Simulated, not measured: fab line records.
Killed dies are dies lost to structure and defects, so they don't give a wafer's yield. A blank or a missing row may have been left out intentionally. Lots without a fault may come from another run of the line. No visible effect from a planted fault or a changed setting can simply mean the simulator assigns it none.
Comparing a struck lot with a sound one || flow nand harc || 37 out of 1159 route steps
Sound: these wafers, L448.2, L448.3, L448.4. Wafers L453.3, L453.5, L453.6 were the ones struck. The cause is given at the end.
Each step with rows lists, per side, the tool, then ch with its chambers, then its first start. Under that, the readings that differ: sound wafers || struck wafers || difference of the means || sigmas: that difference in standard deviations of wafers without a fault.
alike: readings with means less than 2 such deviations apart, plus words and numbers identical on both sides. not compared: withheld readings, readings lacking a value on some wafer, bounds such as >300 that could conceal the same value, and numbers that have no deviation in the record and whose values overlap.
The two part at a step that has a row with sigmas, a row that says differs or no value, or rows on one side only. Numbers that don't overlap but have no deviation are shown without sigmas and don't part them. A reading missing from all wafers of one side parts the sides only when that side holds two or more wafers.

first, 5 steps without rows for these wafers: NHARC_A_SGD_CUT_PRECLEAN_18 (cleans in SC1); NHARC_A_SGD_CUT_SRD_19; NHARC_A_SGD_CUT_DEP_20 (deposits SiO2, target thk 150 nm); NHARC_A_SGD_CUT_ANNEAL_27 (time 1800 s); NHARC_A_SGD_CUT_CMP_21 (polishes, target thk 148.19 nm).
NHARC_A_SGD_CUT_THK_MEAS_22: measures by ellipsometry.
  sound on film metro-01 at day 14 11:27; struck on film metro-02 at day 16 18:02
  alike: thk nm
then, 2 steps without rows for these wafers: NHARC_A_SGD_CUT_SRD_23; NHARC_A_SGD_CUT_ETCH_26 (etches SiO2 in dHF, target depth 45.8 nm).
NHARC_A_SGD_CUT_ETCHBACK_24: etches the open film in CH3F/O2, target depth 50 nm, time 92.857 s.
  sound on rie diel-08 ch 0,2,3, day 14 11:40; struck on rie diel-10 ch 0,1, day 16 18:16
  alike: drypump motor current A, mfc ar sccm, oes product au, rf vpp V, showerhead plenum p Torr, throttle valve pct
  not compared: rf hours counter h
then, 1 step without rows for these wafers: NHARC_A_SGD_CUT_STRIP_28 (strips in O2, time 20 s).
NHARC_A_SGD_CUT_INSPECT_25:
  sound on defect inspect-01 at day 14 11:55; struck on defect inspect-02 at day 16 18:30
  alike: raw defect count
then, 1 step without rows for these wafers: NHARC_A_SLIT_DEP_25 (deposits SiO2, target thk 200 nm).
NHARC_A_SLIT_DEP_00: deposits aC, target thk 3200 nm.
  sound on acl dep-02 ch 0, day 14 12:39; struck on acl dep-02 ch 0, day 16 19:56
  alike: throttle valve pct
NHARC_A_SLIT_DEP_23: deposits SiON, target thk 100 nm.
  sound on pecvd-03 ch 0,1, day 14 14:20; struck on pecvd-03 ch 1,2, day 16 21:17
  alike: chamber pressure Torr, heater power w
then, 8 steps without rows for these wafers: NHARC_A_SLIT_DEHYDRATE_01 (time 120 s); NHARC_A_SLIT_HMDS_02 (time 30 s); NHARC_A_SLIT_COAT_03 (resist thk 90 nm); NHARC_A_SLIT_SOFTBAKE_04 (time 55 s); NHARC_A_SLIT_EBR_05; NHARC_A_SLIT_EXPOSE_06 (exposes mask SLIT); NHARC_A_SLIT_PEB_07 (peb time 65 s); NHARC_A_SLIT_DEVELOP_08 (develop time 35 s).
NHARC_A_SLIT_CD_MEAS_09 targets a cd of 300 nm.
  sound on cd sem-02 ch 0, day 14 14:52; struck on cd sem-02 ch 0, day 16 21:50
  alike: cd nm
NHARC_A_SLIT_OVL_MEAS_10:
  sound on overlay-02 at day 14 14:57; struck on overlay-01 at day 16 21:56
{"reading": "overlay y nm (nm)", "sound": "-1.6 -1.3 -1.6", "struck": "0.4 0.5 0.3", "difference": "+1.9", "sigmas": "+2"}
  alike: overlay x nm
NHARC_A_SLIT_INSPECT_11:
  sound on defect inspect-01 at day 14 14:59; struck on defect inspect-02 at day 16 21:59
{"reading": "raw defect count", "sound": "17 8 7", "struck": "36 24 37", "difference": "+22", "sigmas": "+2"}
then, 2 steps without rows for these wafers: NHARC_A_SLIT_DESCUM_14 (chemistry O2, time 3 s); NHARC_A_SLIT_ETCH_24 (etches the open film in CF4/CHF3, target depth 121 nm, time 60.5 s).
NHARC_A_SLIT_ETCH_15: etches the open film in O2/COS, target depth 3200 nm, time 832 s.
  sound: rie diel-02 ch 0,1,3; struck: rie diel-07 ch 0,1
  alike: drypump motor current A, mfc ar sccm, oes product au, rf vpp V, showerhead plenum p Torr, throttle valve pct
  not compared: rf hours counter h
NHARC_A_SLIT_ETCH_17: etches the open film in C4F8/O2/Ar, time 1687.5 s, target depth 10100 nm.
  sound on har etch-01 ch 0,1, day 14 15:48; struck on har etch-02 ch 0,1, day 16 23:41
  alike: drypump motor current A, he backside leak sccm, mfc ar sccm, showerhead plenum p Torr, throttle valve pct
  not compared: rf hours counter h
then, 2 steps without rows for these wafers: NHARC_A_SLIT_ETCH_26 (etches the open film in C4F8/O2/Ar, time 90 s, target depth 400 nm); NHARC_A_SLIT_STRIP_28 (strips in O2/COS).
NHARC_A_SLIT_ETCH_29: etches the open film in CF4/O2, target depth 100 nm, overetch 10 nm, time 55 s.
  sound on rie diel-07 ch 0,2,3, day 14 17:53; struck on rie diel-07 ch 0,1, day 17 01:04
  alike: drypump motor current A, mfc ar sccm, oes product au, rf vpp V, showerhead plenum p Torr, throttle valve pct
  not compared: rf hours counter h
then, 3 steps without rows for these wafers: NHARC_A_SLIT_STRIP_18 (strips in O2); NHARC_A_SLIT_PRECLEAN_19 (cleans in SC1); NHARC_A_SLIT_SRD_20.
NHARC_A_SLIT_CD_MEAS_21:
  sound on cd sem-02 at day 14 18:26; struck on cd sem-03 at day 17 01:39
  alike: cd nm
-- jump in the record: it breaks off in module A_SLIT and resumes in module END (first step shown: number 1159 of the route), and 7 days separate the struck wafers' starts before and after --
NHARC_END_SORT_01:
  sound on prober-01 ch 0, day 23 01:34; struck on prober-02 ch 0, day 24 02:00
{"reading": "killed at array", "sound": "15 12 11", "struck": "673 669 673", "difference": "+659", "sigmas": "+60"}
{"reading": "killed dies", "sound": "19 18 20", "struck": "676 671 676", "difference": "+655", "sigmas": "+60"}
  alike: killed at other, killed at periphery, killed open, killed short

WHERE THEY PART
First at NHARC_A_SLIT_OVL_MEAS_10; last, within this record, at NHARC_END_SORT_01.

WHY: what had been put in by the simulator
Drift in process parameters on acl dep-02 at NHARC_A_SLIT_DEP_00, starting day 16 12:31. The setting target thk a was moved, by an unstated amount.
